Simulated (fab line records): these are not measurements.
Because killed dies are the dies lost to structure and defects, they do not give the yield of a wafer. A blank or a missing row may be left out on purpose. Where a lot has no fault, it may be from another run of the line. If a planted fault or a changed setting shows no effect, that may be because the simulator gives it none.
Chamber matching    flow n5 finfet    4 sister chambers for N5_BEOL_M2_ALD_84 on ald metal-02
The step deposits TaN, pulse time 2 s, purge time 3 s, co reactant purge time 2 s. 4 wafers are shown with their chamber, then 8 later ones without.

## WAFERS, EACH WITH ITS CHAMBER
wafer   chamber  heater power w (W)
L080.3  0        403
L088.2  3        376
L088.5  1        387
L089.4  2        454

## WAFERS WITHOUT THEIR CHAMBER
wafer   heater power w (W)
L089.5  448
L089.6  392
L093.2  387
L093.3  410
L093.5  361
L092.2  394
L092.3  466
L092.6  396

## THE CHAMBER EACH PASSED THROUGH
wafer   from the rows above           in truth
L089.5  2                             2
L089.6  can't be placed: 1 or 0 or 3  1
L093.2  can't be placed: 1 or 3 or 0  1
L093.3  can't be placed: 0 or 1       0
L093.5  can't be placed: 3 or 1       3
L092.2  can't be placed: 1 or 0 or 3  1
L092.3  2                             2
L092.6  can't be placed: 0 or 1 or 3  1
Correct placement for 2 of the 8. From these rows, 6 cannot be placed; in 6 the true chamber is one of the candidates. Placed wrongly: 0.
How it was worked out, from the rows above alone: a wafer's distance from a chamber is the root of the sum, over the readings, of the square of ((its reading less the chamber's mean) divided by the reading's scatter). The wafer belongs to the nearest chamber; if the next one is less than 2 further off, it can't be placed. A chamber's mean is the mean of its shown wafers. The scatter: with one shown wafer a chamber, the root of the mean of the squares of how far each hidden wafer lies from its nearest shown one.
